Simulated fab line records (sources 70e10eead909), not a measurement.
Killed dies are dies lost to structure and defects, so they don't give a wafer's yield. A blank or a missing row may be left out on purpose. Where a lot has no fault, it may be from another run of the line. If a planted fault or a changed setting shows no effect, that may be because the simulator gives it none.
fab line records    flow nand-harc
record: lots: 14  wafers: 42  last-day: 33
route steps=1302 shown A_ZERO_WELL@401 A_SOURCE_PLATE@420 A_ONON_D1@436 END@1302
lots untouched by any fault: they come from a run of this same line in which no faults occurred
start-h: hours from the record's opening day to when the first of the lot's shown wafers began    wait-h: how many hours have passed since the lot's step before this one    " unchanged from the row above    L1.1+2: one row covering several wafers at once    - no value present, or no start provided    * or withheld: withheld    < > ~ a bound
route shown NAME@n: NAME is a module with steps in the file, n the number in the route of the first one    usual: mean/standard deviation taken from wafers without a fault    same: alike in all rows    chamber/n: place in a boat    sites: each site's reading    _std_site: standard deviation across them    _edge_site: mean of outer sites minus mean of inner sites    radius-mm: for every site, how far away it sits from the centre of the wafer    mask NAME#n: copy n    behind: the most recent tool/chamber to have shaped the wafer    hold: why the lot was held/for how many hours/how that ended    device: the transistor (n, p or np) that didn't switch    end of line: the tests these same wafers got at the end of their route    for a step that has no rows: nothing shown but its recipe    killed: dies that structure and defects cost at the first sort, which is not the same as the wafer's yield    map: a wafer's dies, marking killed ones x, the rest . and places with no die _
set.NAME: the run value of the setting; set.NAME@STEP: its run value at that earlier step    model.NAME: the simulator's own value behind a step, which no gauge read
steps of the route over a sample of lots; a table a step, a row a wafer
services: from which hour (start-h, from the record's first day; less than 0 if before it) a tool's chamber was out of use, for how many hours, and why
== steps ==
step: NHARC_A_ZERO_WELL_CD_MEAS_10
recipe: target-cd-nm: 2000  landing-energy-ev: 500
usual: cd-nm: 2000.1/2.5
lot.wafer  tool       chamber  start-h  wait-h  cd-nm
L524.1     cd-sem-02  0        143.82   -       2005.4
L524.3     "          0        "        "       2003.5
L524.6     "          0        "        "       2001.2
L525.2     cd-sem-01  0        144.38   -       2003.5
L525.4     "          0        "        "       2004.1
L525.6     "          0        "        "       2001.3
L526.4     cd-sem-01  0        157.45   -       2000.1
L526.5     "          0        "        "       1997.9
L526.6     "          0        "        "       1998.6
L535.2     cd-sem-01  0        252.12   -       1998.1
L535.3     "          0        "        "       1994.8
L535.6     "          0        "        "       1997.9
L537.1     cd-sem-03  0        263.94   -       1999.9
L537.5     "          0        "        "       1999.3
L537.6     "          0        "        "       2003.1
L536.1     cd-sem-03  0        265.18   -       1998.1
L536.3     "          0        "        "       1996.1
L536.5     "          0        "        "       1998.9
L539.2     cd-sem-02  0        280.48   -       2000.7
L539.4     "          0        "        "       2001.8
L539.5     "          0        "        "       2001.8
L538.1     cd-sem-03  0        281.76   -       2002.3
L538.3     "          0        "        "       1996.6
L538.4     "          0        "        "       1999.0
L541.1     cd-sem-02  0        304.16   -       1999.3
L541.4     "          0        "        "       1999.5
L541.5     "          0        "        "       1999.8
L542.1     cd-sem-02  0        320.91   -       1996.4
L542.2     "          0        "        "       1999.6
L542.4     "          0        "        "       1999.3
L544.2     cd-sem-03  0        337.54   -       1997.9
L544.3     "          0        "        "       1997.1
L544.5     "          0        "        "       2001.6
L545.3     cd-sem-03  0        354.23   -       1996.3
L545.4     "          0        "        "       1995.7
L545.5     "          0        "        "       1994.4
L547.2     cd-sem-02  0        364.49   -       1997.3
L547.3     "          0        "        "       1997.3
L547.5     "          0        "        "       2000.6
L546.2     cd-sem-01  0        364.90   -       2000.6
L546.3     "          0        "        "       2002.3
L546.5     "          0        "        "       1998.7
step: NHARC_A_SOURCE_PLATE_THK_MEAS_06
recipe: thk-meas-gauge: ellipsometry
usual: thk-nm: 199.9/2.2
lot.wafer  tool           chamber  start-h  wait-h  thk-nm
L524.1     film-metro-01  -        166.65   0.4     195.0
L524.3     "              -        "        "       197.4
L524.6     "              -        "        "       196.5
L525.2     film-metro-02  -        166.65   0.4     200.7
L525.4     "              -        "        "       202.6
L525.6     "              -        "        "       201.8
L526.4     film-metro-01  -        179.67   0.4     200.5
L526.5     "              -        "        "       201.2
L526.6     "              -        "        "       202.2
L535.2     film-metro-02  -        272.73   0.4     198.5
L535.3     "              -        "        "       199.2
L535.6     "              -        "        "       198.7
L537.1     film-metro-01  -        285.53   0.4     196.5
L537.5     "              -        "        "       197.4
L537.6     "              -        "        "       196.5
L536.1     film-metro-02  -        285.53   0.4     203.8
L536.3     "              -        "        "       203.4
L536.5     "              -        "        "       204.7
L538.1     film-metro-01  -        303.10   0.4     200.6
L538.3     "              -        "        "       200.5
L538.4     "              -        "        "       199.3
L539.2     film-metro-01  -        303.10   0.4     199.4
L539.4     "              -        "        "       198.6
L539.5     "              -        "        "       200.4
L541.1     film-metro-02  -        323.87   0.4     197.8
L541.4     "              -        "        "       196.8
L541.5     "              -        "        "       199.9
L542.1     film-metro-01  -        342.27   0.4     199.9
L542.2     "              -        "        "       198.4
L542.4     "              -        "        "       199.7
L544.2     film-metro-02  -        360.34   0.4     201.5
L544.3     "              -        "        "       199.0
L544.5     "              -        "        "       201.0
L545.3     film-metro-01  -        376.44   0.4     198.1
L545.4     "              -        "        "       196.6
L545.5     "              -        "        "       195.4
L547.2     film-metro-01  -        386.27   0.4     202.0
L547.3     "              -        "        "       198.6
L547.5     "              -        "        "       201.9
L546.2     film-metro-01  -        386.27   0.4     199.7
L546.3     "              -        "        "       199.7
L546.5     "              -        "        "       199.0
step: NHARC_A_SOURCE_PLATE_INSPECT_08
usual: raw-defect-count: 60/24
lot.wafer  tool               chamber  start-h  wait-h  raw-defect-count
L524.1     defect-inspect-02  -        166.71   0.0     64
L524.3     "                  -        "        "       38
L524.6     "                  -        "        "       55
L525.2     defect-inspect-01  -        166.71   0.0     70
L525.4     "                  -        "        "       98
L525.6     "                  -        "        "       41
L526.4     defect-inspect-01  -        179.74   0.0     103
L526.5     "                  -        "        "       83
L526.6     "                  -        "        "       120
L535.2     defect-inspect-02  -        272.79   0.0     63
L535.3     "                  -        "        "       48
L535.6     "                  -        "        "       65
L537.1     defect-inspect-01  -        285.59   0.0     22
L537.5     "                  -        "        "       66
L537.6     "                  -        "        "       46
L536.1     defect-inspect-02  -        285.59   0.0     74
L536.3     "                  -        "        "       63
L536.5     "                  -        "        "       37
L538.1     defect-inspect-02  -        303.16   0.0     43
L538.3     "                  -        "        "       55
L538.4     "                  -        "        "       67
L539.2     defect-inspect-01  -        303.17   0.0     84
L539.4     "                  -        "        "       49
L539.5     "                  -        "        "       105
L541.1     defect-inspect-01  -        323.93   0.0     23
L541.4     "                  -        "        "       33
L541.5     "                  -        "        "       15
L542.1     defect-inspect-02  -        342.35   0.0     54
L542.2     "                  -        "        "       116
L542.4     "                  -        "        "       69
L544.2     defect-inspect-02  -        360.43   0.0     51
L544.3     "                  -        "        "       29
L544.5     "                  -        "        "       38
L545.3     defect-inspect-02  -        376.51   0.0     43
L545.4     "                  -        "        "       37
L545.5     "                  -        "        "       37
L547.2     defect-inspect-02  -        386.33   0.0     56
L547.3     "                  -        "        "       138
L547.5     "                  -        "        "       65
L546.2     defect-inspect-02  -        386.34   0.0     48
L546.3     "                  -        "        "       36
L546.5     "                  -        "        "       55
step: NHARC_A_ONON_D1_DEP_16
recipe: target-thk-a: 10000  n2-flow-sccm: 2750  n2o-flow-sccm: 2000  nh3-flow-sccm: 500  sih4-flow-sccm: 210  temp-c: 400
usual: susceptor-temp-C: 399.97/0.23
lot.wafer  tool           chamber  start-h  wait-h  susceptor-temp-C
L524.1     pecvd-onon-03  0        177.17   0.1     399.52
L524.3     "              0        "        "       399.67
L524.6     "              0        "        "       399.57
L525.2     pecvd-onon-04  0        177.23   0.1     399.85
L525.4     "              0        "        "       399.55
L525.6     "              0        "        "       399.93
L526.4     pecvd-onon-04  0        190.38   0.2     399.48
L526.5     "              0        "        "       399.56
L526.6     "              0        "        "       399.68
L535.2     pecvd-onon-04  0        282.83   0.1     400.33
L535.3     "              0        "        "       400.09
L535.6     "              0        "        "       400.07
L536.1     pecvd-onon-04  0        299.77   0.1     400.23
L536.3     "              0        "        "       399.90
L536.5     "              0        "        "       400.12
L537.1     pecvd-onon-01  0        299.78   0.1     400.29
L537.5     "              0        "        "       400.12
L537.6     "              0        "        "       400.14
L538.1     pecvd-onon-03  0        313.32   0.1     400.45
L538.3     "              0        "        "       400.56
L538.4     "              0        "        "       400.37
L539.2     pecvd-onon-01  0        313.38   0.1     399.99
L539.4     "              0        "        "       399.72
L539.5     "              0        "        "       399.98
L541.1     pecvd-onon-03  0        334.29   0.1     400.03
L541.4     "              0        "        "       400.04
L541.5     "              0        "        "       399.97
L542.1     pecvd-onon-01  0        352.31   0.1     400.09
L542.2     "              0        "        "       400.11
L542.4     "              0        "        "       399.99
L544.2     pecvd-onon-04  0        370.60   0.1     399.97
L544.3     "              0        "        "       399.94
L544.5     "              0        "        "       399.64
L545.3     pecvd-onon-01  0        390.65   0.2     400.06
L545.4     "              0        "        "       399.70
L545.5     "              0        "        "       399.80
L547.2     pecvd-onon-04  0        397.16   0.1     400.22
L547.3     "              0        "        "       400.24
L547.5     "              0        "        "       400.37
L546.2     pecvd-onon-01  0        397.16   0.1     400.02
L546.3     "              0        "        "       400.22
L546.5     "              0        "        "       399.85
step: NHARC_A_ONON_D1_THK_MEAS_18
recipe: thk-meas-gauge: ellipsometry
usual: thk-nm: 999/10
lot.wafer  tool           chamber  start-h  wait-h  thk-nm
L524.1     film-metro-01  -        177.68   -       994
L524.3     "              -        "        "       996
L524.6     "              -        "        "       994
L525.2     film-metro-02  -        177.69   -       985
L525.4     "              -        "        "       985
L525.6     "              -        "        "       984
L526.4     film-metro-02  -        190.72   -       1007
L526.5     "              -        "        "       1006
L526.6     "              -        "        "       1005
L535.2     film-metro-01  -        283.29   -       707
L535.3     "              -        "        "       707
L535.6     "              -        "        "       707
L536.1     film-metro-01  -        300.28   -       704
L536.3     "              -        "        "       705
L536.5     "              -        "        "       706
L537.1     film-metro-01  -        300.28   -       995
L537.5     "              -        "        "       995
L537.6     "              -        "        "       997
L538.1     film-metro-01  -        313.82   -       1003
L538.3     "              -        "        "       1003
L538.4     "              -        "        "       1002
L539.2     film-metro-02  -        313.83   -       1004
L539.4     "              -        "        "       1002
L539.5     "              -        "        "       1001
L541.1     film-metro-01  -        334.80   -       989
L541.4     "              -        "        "       989
L541.5     "              -        "        "       989
L542.1     film-metro-01  -        352.82   -       994
L542.2     "              -        "        "       994
L542.4     "              -        "        "       996
L544.2     film-metro-02  -        371.05   -       991
L544.3     "              -        "        "       990
L544.5     "              -        "        "       992
L545.3     film-metro-02  -        391.04   -       989
L545.4     "              -        "        "       989
L545.5     "              -        "        "       988
L547.2     film-metro-01  -        397.61   -       1002
L547.3     "              -        "        "       1000
L547.5     "              -        "        "       1002
L546.2     film-metro-02  -        397.61   -       1006
L546.3     "              -        "        "       1006
L546.5     "              -        "        "       1006
step: NHARC_END_SORT_01
recipe: temp-c: 25
usual: killed-at-array: 59/20  killed-at-other: 0.8/1.1  killed-at-periphery: 5/3.1  killed-dies: 64/21  killed-open: 3.4/1.9  killed-short: 2.3/1.7
same: gross-dies: 677
lot.wafer  tool       chamber  start-h  wait-h  killed-at-array  killed-at-other  killed-at-periphery  killed-dies  killed-open  killed-short
L535.2     prober-02  0        675.30   2.8     676              0                1                    677          2            1
L535.3     prober-02  0        676.11   3.1     676              0                1                    677          6            2
L535.6     prober-02  0        678.53   4.0     675              0                2                    677          3            1
L536.1     prober-02  0        689.56   2.5     673              0                4                    677          0            3
L536.3     prober-02  0        691.15   3.1     671              2                4                    677          4            3
L536.5     prober-02  0        692.74   3.7     669              3                5                    677          5            4
L538.1     prober-01  0        700.49   2.5     103              0                6                    109          8            3
L538.3     prober-01  0        702.10   3.1     84               1                4                    89           4            1
L539.2     prober-02  0        701.30   2.8     48               1                5                    54           0            2
L539.4     prober-02  0        702.92   3.4     69               1                0                    70           6            6
L539.5     prober-02  0        703.72   3.7     42               0                6                    48           1            1
killed by level:class
L535.2 A_ONON_D1:area-dep=633 A_CHANNEL_HOLE_D2:chamber-film-flake=22 A_DECK1_JOINT:chamber-film-flake=3 A_STAIRCASE:chamber-film-flake=3 A_SLIT:chamber-film-flake=3 A_CHANNEL_HOLE_D1:chamber-film-flake=2 A_CHANNEL_FILL_D2:chamber-film-flake=2 A_CONTACT:chamber-film-flake=2
L535.3 A_ONON_D1:area-dep=640 A_CHANNEL_HOLE_D2:chamber-film-flake=13 A_CHANNEL_HOLE_D1:chamber-film-flake=5 A_ONON_D2:geometric-particle:open=3 A_CONTACT:chamber-film-flake=3 A_WL_FILL:geometric-particle:short=2 A_STAIRCASE:chamber-film-flake=2 A_M1:chamber-film-flake=2
L535.6 A_ONON_D1:area-dep=647 A_CHANNEL_HOLE_D2:chamber-film-flake=7 A_CHANNEL_HOLE_D1:chamber-film-flake=6 A_STAIRCASE:chamber-film-flake=4 A_CONTACT:chamber-film-flake=4 A_M1:chamber-film-flake=2 P_M1:geometric-particle:open=1 A_WL_FILL:geometric-particle:short=1
L536.1 A_ONON_D1:area-dep=628 A_SLIT:chamber-film-flake=18 A_CONTACT:chamber-film-flake=8 A_WL_FILL:chamber-film-flake=6 A_CHANNEL_HOLE_D1:chamber-film-flake=4 A_STAIRCASE:chamber-film-flake=3 A_M1:chamber-film-flake=3 P_GATE:geometric-particle:short=2
L536.3 A_ONON_D1:area-dep=628 A_SLIT:chamber-film-flake=20 A_CONTACT:chamber-film-flake=6 A_CHANNEL_HOLE_D1:chamber-film-flake=3 P_ZERO_WELL:chamber-film-flake=2 A_CHANNEL_HOLE_D2:chamber-film-flake=2 A_SGD_CUT:chamber-film-flake=2 A_WL_FILL:chamber-film-flake=2
L536.5 A_ONON_D1:area-dep=613 A_SLIT:chamber-film-flake=34 A_CHANNEL_HOLE_D1:chamber-film-flake=5 A_CONTACT:chamber-film-flake=5 A_WL_FILL:chamber-film-flake=3 P_M0:geometric-particle:open=2 A_DECK1_JOINT:geometric-particle:short=2 A_STAIRCASE:chamber-film-flake=2
L538.1 A_CHANNEL_HOLE_D1:chamber-film-flake=32 A_CHANNEL_HOLE_D2:chamber-film-flake=30 A_SLIT:chamber-film-flake=17 A_CONTACT:chamber-film-flake=8 A_STAIRCASE:chamber-film-flake=4 A_SGD_CUT:chamber-film-flake=3 P_M0:geometric-particle:open=2 A_M0:geometric-particle:open=2
L539.2 A_SLIT:chamber-film-flake=30 A_CHANNEL_HOLE_D1:chamber-film-flake=7 A_CONTACT:chamber-film-flake=5 P_ZERO_WELL:chamber-film-flake=2 A_CHANNEL_HOLE_D1:geometric-particle:short=1 A_DECK1_JOINT:geometric-particle:short=1 P_STI:chamber-film-flake=1 P_GATE:chamber-film-flake=1
L538.3 A_CHANNEL_HOLE_D1:chamber-film-flake=27 A_SLIT:chamber-film-flake=24 A_CHANNEL_HOLE_D2:chamber-film-flake=15 A_CONTACT:chamber-film-flake=7 A_SGD_CUT:chamber-film-flake=3 A_STAIRCASE:chamber-film-flake=3 A_M0:geometric-particle:open=2 P_CONTACT:geometric-particle:open=1
L539.4 A_SLIT:chamber-film-flake=37 A_CHANNEL_HOLE_D1:chamber-film-flake=12 A_BLC:geometric-particle:open=4 A_STAIRCASE:chamber-film-flake=3 A_CONTACT:chamber-film-flake=3 A_CHANNEL_HOLE_D2:geometric-particle:short=2 A_CHANNEL_HOLE_D2:chamber-film-flake=2 A_CHANNEL_HOLE_D2:geometric-particle:open=1
L539.5 A_SLIT:chamber-film-flake=26 A_STAIRCASE:chamber-film-flake=5 P_ZERO_WELL:chamber-film-flake=4 A_CHANNEL_HOLE_D1:chamber-film-flake=4 A_WL_FILL:chamber-film-flake=2 A_CHANNEL_HOLE_D2:chamber-film-flake=2 A_CONTACT:chamber-film-flake=2 P_CONTACT:geometric-particle:open=1
== services ==
tool           chamber  start-h  hours  kind
pecvd-onon-03  -        227.00   13.0   pm
pecvd-onon-01  -        269.23   13.0   pm
pecvd-onon-04  -        311.20   13.0   pm
pecvd-onon-04  -        364.00   3.1    repair
== key ==
first-sign: step: NHARC_A_ONON_D1_THK_MEAS_18  reading: thk-nm  direction: down  sigmas: 29  usual: 999  struck: 706
effect: step: NHARC_END_SORT_01  reading: killed-at-array  direction: up  sigmas: 31  usual: 59  struck: 673
more-kills-born-at: NHARC_A_ONON_D1_DEP_16@pecvd-onon-04: 3789
met-at NHARC_A_ONON_D1_DEP_16
struck-lots L535,L536
struck-wafers L535.2,L535.3,L535.6,L536.1,L536.3,L536.5
later-rows-left-out L535.2,L535.3,L535.6,L536.1,L536.3,L536.5
tester-left-out L535,L536
not-acting-at NHARC_A_ZERO_WELL_CD_MEAS_10,NHARC_A_SOURCE_PLATE_THK_MEAS_06,NHARC_A_SOURCE_PLATE_INSPECT_08
onset-between 190.38 282.83
fault: kind: process-parameter-drift  tool: pecvd-onon-04  chamber: 0  onset-h: 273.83  steps: NHARC_A_ONON_D1_DEP_16  channel: target-thk-a  offset: *  shape: step  end-h: 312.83  acts-in: *  stated: *
tester-left-out: of these lots the tester's yield and bins aren't shown, on N5 and GAA mostly nor the transistor test; their killed dies are dies lost to structure and defects alone, not to doping, threshold or leakage, so they don't give the yield
later-rows-left-out: the simulator's readings of these wafers behind a module that went badly wrong aren't trusted and aren't shown, but for the sort
